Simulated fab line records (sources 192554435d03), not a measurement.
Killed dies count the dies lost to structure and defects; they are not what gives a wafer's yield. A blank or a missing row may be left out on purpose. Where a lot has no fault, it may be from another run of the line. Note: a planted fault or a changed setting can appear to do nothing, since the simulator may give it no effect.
Split-lot study | flow n5_finfet | on a route of 1938 steps: 7 lots, 21 wafers read

THE SPLIT
At N5_DUMMY_GATE_EXPOSE_12 (exposes mask GATE, target cd 25 nm), the setting dose_mj was moved away from the recipe's 34 on 8 of the 21 wafers read, by -7.1% to +2.3%. All remaining wafers had this setting at the recipe value.

FROM THE SPLIT TO THE READING: what the file shows between them, 2 steps
- N5_DUMMY_GATE_PEB_13: peb time 60 s
- N5_DUMMY_GATE_DEVELOP_14: develop time 30 s

THE READING
cd_nm, in nm, at N5_DUMMY_GATE_CD_MEAS_15 (target cd 25.8 nm). Typical for fault-free wafers on this fab line: 24.99 nm, with standard deviation 0.23 nm.

wafer  | tool, chamber at the split | dose_mj as run | against the recipe | cd_nm, nm | against lot-mates on the recipe
L080.4 | euv_scanner-01, 0          | 34             | recipe             | 25.15     | -
L080.5 | euv_scanner-01, 0          | 34             | recipe             | 24.83     | -
L080.6 | euv_scanner-01, 0          | 34             | recipe             | 24.75     | -
L082.1 | euv_scanner-02, 0          | 34.77          | +2.3%              | 25.17     | no lot-mate on the recipe
L082.3 | euv_scanner-02, 0          | 34.77          | +2.3%              | 24.53     | no lot-mate on the recipe
L082.4 | euv_scanner-02, 0          | 34.77          | +2.3%              | 24.61     | no lot-mate on the recipe
L083.1 | euv_scanner-02, 0          | 34             | recipe             | 24.99     | -
L083.3 | euv_scanner-02, 0          | 34             | recipe             | 25.12     | -
L083.4 | euv_scanner-02, 0          | 34             | recipe             | 24.63     | -
L085.1 | euv_scanner-01, 0          | 31.6           | -7.1%              | 26.73     | +1.73
L085.2 | euv_scanner-01, 0          | 34             | recipe             | 25.00     | -
L085.3 | euv_scanner-01, 0          | 31.6           | -7.1%              | 26.47     | +1.47
L087.3 | euv_scanner-02, 0          | 32.62          | -4.1%              | 26.06     | +1.21
L087.4 | euv_scanner-02, 0          | 34             | recipe             | 24.77     | -
L087.6 | euv_scanner-02, 0          | 34             | recipe             | 24.93     | -
L092.1 | euv_scanner-01, 0          | 34             | recipe             | 25.13     | -
L092.4 | euv_scanner-01, 0          | 32.64          | -4.0%              | 25.97     | +0.84
L092.5 | euv_scanner-01, 0          | 32.64          | -4.0%              | 25.80     | +0.67
L093.1 | euv_scanner-02, 0          | 34             | recipe             | 24.92     | -
L093.4 | euv_scanner-02, 0          | 34             | recipe             | 25.10     | -
L093.6 | euv_scanner-02, 0          | 34             | recipe             | 24.85     | -

FIT RESULTS
A straight line over all 21 wafers: cd_nm changes by -0.215 nm for each +1% of dose_mj; r = -0.94; the points scatter about the line by 0.22 nm.
The same after taking each lot's own level away (the mean of its wafers on the recipe; 18 wafers): -0.227 nm for each +1%; r = -0.96; scatter 0.17 nm.
Per that fit: largest dose_mj move, reading shift of 1.6 nm.
The lots' own levels span 24.850 to 25.130 nm, that is 1.2 times the standard deviation above.
Consequently the slope shifts little with the lot-to-lot level, the two slopes agreeing.
Check: with one of the wafers moved furthest among these (-7.1%) left out of the fit, the line predicts +1.53 nm for it against its lot-mates. Against them it came out at +1.73 nm.

OTHER SPLITS ON THESE WAFERS
Other splits were also applied to these wafers ahead of the reading. Each is held against what the fit with the lots' levels taken away leaves over:
other split on the same wafers          | wafers away from the commonest value | r with cd_nm (lot level and that fit taken away)
N5_ZERO_LAYER_EXPOSE_08 dose_mj         | 8                                    | -0.01
N5_ZERO_LAYER_DEVELOP_10 develop_time_s | 4                                    | +0.12
N5_FIN_SAQP_ALD_61 ald_cycles           | 7                                    | -0.05
N5_FIN_SAQP_PECVD_06 time_s             | 8                                    | +0.28
N5_FIN_CUT_EXPOSE_05 dose_mj            | 4                                    | -0.35

THE FILE'S OWN FIT
cd_nm changes by -0.234 nm for each +1% of dose_mj, r = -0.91.
